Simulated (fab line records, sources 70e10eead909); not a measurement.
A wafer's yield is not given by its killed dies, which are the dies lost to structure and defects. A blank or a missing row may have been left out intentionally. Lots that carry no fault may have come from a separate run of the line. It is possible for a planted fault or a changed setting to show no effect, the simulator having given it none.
Struck lot and sound lot, side by side / flow nand_harc / 41 steps out of a route of 1159
Sound: these wafers, L480.1, L480.2, L480.4. Struck: wafer L494.5. (L494.1, L494.4 of the same lot were not struck and are left out.) The cause comes at the end.
At each step with rows: each side's tool, then ch and its chambers, then its first start. Under that, the readings that differ: sound wafers / struck wafers / difference of the means / sigmas: that difference in standard deviations of wafers without a fault.
alike: same words and numbers on both sides, and readings whose means sit less than 2 such deviations apart. not compared: any withheld reading, any reading some wafer has no value for, any bound like >300 that may hide the same value, and any number with overlapping values for which the record gives no deviation.
A row with sigmas, a row that says differs or no value, or rows on one side alone: a step with any of these is where the two part. Numbers that have no deviation but don't overlap get no sigmas and don't part them. A reading missing from all wafers of one side parts the sides only when that side holds two or more wafers.

first, 2 steps without rows for these wafers: NHARC_THIN_TSV_DESCUM_14 (chemistry O2, time 3 s); NHARC_THIN_TSV_ETCH_44 (etches the open film in CF4/O2, target depth 1594.2 nm, time 797.1 s).
NHARC_THIN_TSV_ETCH_15: target depth 3000 nm, bosch target overetch cycles 2, bosch etch step 2.8 s.
  sound on rie_si-05 ch 0,2,3, day 19 00:48; struck on rie_si-05 ch 3, day 21 16:22
  alike: drypump_motor_current_A
  not compared: rf_hours_counter_h
NHARC_THIN_TSV_CD_MEAS_16:
  struck on cd_sem-01, day 21 16:29; sound on cd_sem-02, day 19 00:56
  alike: cd_nm
NHARC_THIN_TSV_STRIP_45: strips in O2.
  sound on plasma_asher-01 ch 0,1, day 19 01:01; struck on plasma_asher-01 ch 1, day 21 16:36
  alike: drypump_motor_current_A, heater_power_w
  not compared: rf_hours_counter_h
then, 1 step without rows for these wafers: NHARC_THIN_TSV_STRIP_46 (strips in post etch residue remover, time 1200 s).
NHARC_THIN_TSV_DEP_47: deposits SiO2, target thk 200 nm.
  sound on pecvd-03 ch 0,1,2, day 19 01:49; struck on pecvd-04 ch 0, day 21 17:22
  alike: throttle_valve_pct
then, 5 steps without rows for these wafers: NHARC_THIN_TSV_ETCHBACK_48 (etches the open film in C4F8/Ar, target depth 1028.5 nm, time 405.17 s); NHARC_THIN_TSV_STRIP_62 (strips in N2/H2, time 20 s); NHARC_THIN_TSV_DEGAS_49 (time 120 s); NHARC_THIN_TSV_PRE_CLEAN_50 (time 30 s); NHARC_THIN_TSV_PVD_19 (deposits TaN, target thk 20 nm).
NHARC_THIN_TSV_PVD_51: deposits Cu, target thk 100 nm.
  struck on pvd_sputter-03, day 21 18:36; sound on pvd_sputter-03, day 19 03:02
  alike: throttle_valve_pct
then, 5 steps without rows for these wafers: NHARC_THIN_TSV_ECD_20 (material Cu, target thk 2000 nm); NHARC_THIN_TSV_ANNEAL_52 (time 90 s); NHARC_THIN_TSV_CMP_21 (polishes, t overpolish 30 s, target thk 2000 nm); NHARC_THIN_TSV_SRD_23; NHARC_THIN_TSV_DEGAS_53 (time 60 s).
NHARC_THIN_TSV_PRE_CLEAN_54: time 30 s.
  struck on pvd_sputter-01, day 21 20:26; sound on pvd_sputter-01, day 19 04:50
  alike: heater_power_w
then, 10 steps without rows for these wafers: NHARC_THIN_TSV_PVD_55 (deposits TiN, target thk 50 nm); NHARC_THIN_TSV_PVD_24 (deposits Al, target thk 800 nm); NHARC_THIN_TSV_DEHYDRATE_25 (time 120 s); NHARC_THIN_TSV_HMDS_26 (time 30 s); NHARC_THIN_TSV_COAT_27; NHARC_THIN_TSV_SOFTBAKE_28 (time 95 s); NHARC_THIN_TSV_EBR_29; NHARC_THIN_TSV_EXPOSE_30 (exposes mask PAD); NHARC_THIN_TSV_PEB_31 (peb time 85 s); NHARC_THIN_TSV_DEVELOP_32 (time 70 s).
NHARC_THIN_TSV_CD_MEAS_33: the cd target is 5000 nm.
  sound on cd_sem-02 ch 0, day 19 05:54; struck on cd_sem-02 ch 0, day 21 21:33
  alike: cd_nm
then, 4 steps without rows for these wafers: NHARC_THIN_TSV_HARDBAKE_34 (time 80 s); NHARC_THIN_TSV_DESCUM_35 (chemistry O2, time 3 s); NHARC_THIN_TSV_ETCH_59 (etches the open film in Cl2/BCl3, target depth 880 nm, time 138.1 s); NHARC_THIN_TSV_ETCH_36 (etches the open film in Cl2/BCl3, target depth 65 nm, time 18.571 s).
NHARC_THIN_TSV_STRIP_56: strips in O2.
  sound on plasma_asher-01 ch 0,1, day 19 06:33; struck on plasma_asher-01 ch 0, day 21 22:14
  alike: drypump_motor_current_A, heater_power_w
  not compared: rf_hours_counter_h
then, 1 step without rows for these wafers: NHARC_THIN_TSV_STRIP_57 (strips in post etch residue remover, time 1200 s).
NHARC_THIN_TSV_CD_MEAS_37:
  struck on cd_sem-03, day 21 22:59; sound on cd_sem-02, day 19 07:20
reading=cd_nm (nm); sound=5001 5008 5006; struck=4997; difference=-8; sigmas=-2
then, 1 step without rows for these wafers: NHARC_THIN_TSV_ANNEAL_58 (time 1800 s).
NHARC_THIN_TSV_INSPECT_40:
  struck on defect_inspect-01, day 22 02:31; sound on defect_inspect-02, day 19 11:25
  alike: raw_defect_count
NHARC_END_WLT_00:
  rows exist in the record for the sound wafers here (prober-02, day 19 22:13), none for the struck ones
NHARC_END_SORT_01:
  sound on prober-02 ch 0, day 20 01:11; struck on prober-02 ch 0, day 22 08:46
reading=defect_limited_yield (%); sound=96.5 95.6 95.9; struck=0; difference=-96; sigmas=-64
reading=killed_at_other; sound=0 3 0; struck=632; difference=+631; sigmas=+99 or more
reading=killed_dies; sound=24 30 28; struck=677; difference=+650; sigmas=+65
reading=killed_open; sound=0 1 0; struck=7; difference=+7; sigmas=+4
reading=sort_bin_2_pct (%); sound=1.2 1.5 1.5; struck=95.6; difference=+94.2; sigmas=+99 or more
reading=sort_n_pass; sound=653 647 649; struck=0; difference=-650; sigmas=-65
reading=sort_rim_yield_pct (%); sound=95.3 97.2 95.3; struck=0; difference=-96; sigmas=-37
reading=sort_yield_pct (%); sound=96.5 95.6 95.9; struck=0; difference=-96; sigmas=-64
  alike: killed_at_array, killed_at_periphery, killed_short, sort_bin_3_pct, sort_bin_4_pct

WHERE THEY PART
At NHARC_THIN_TSV_CD_MEAS_37 first; at NHARC_END_SORT_01 last (within this record only).

WHY: what had been put in by the simulator
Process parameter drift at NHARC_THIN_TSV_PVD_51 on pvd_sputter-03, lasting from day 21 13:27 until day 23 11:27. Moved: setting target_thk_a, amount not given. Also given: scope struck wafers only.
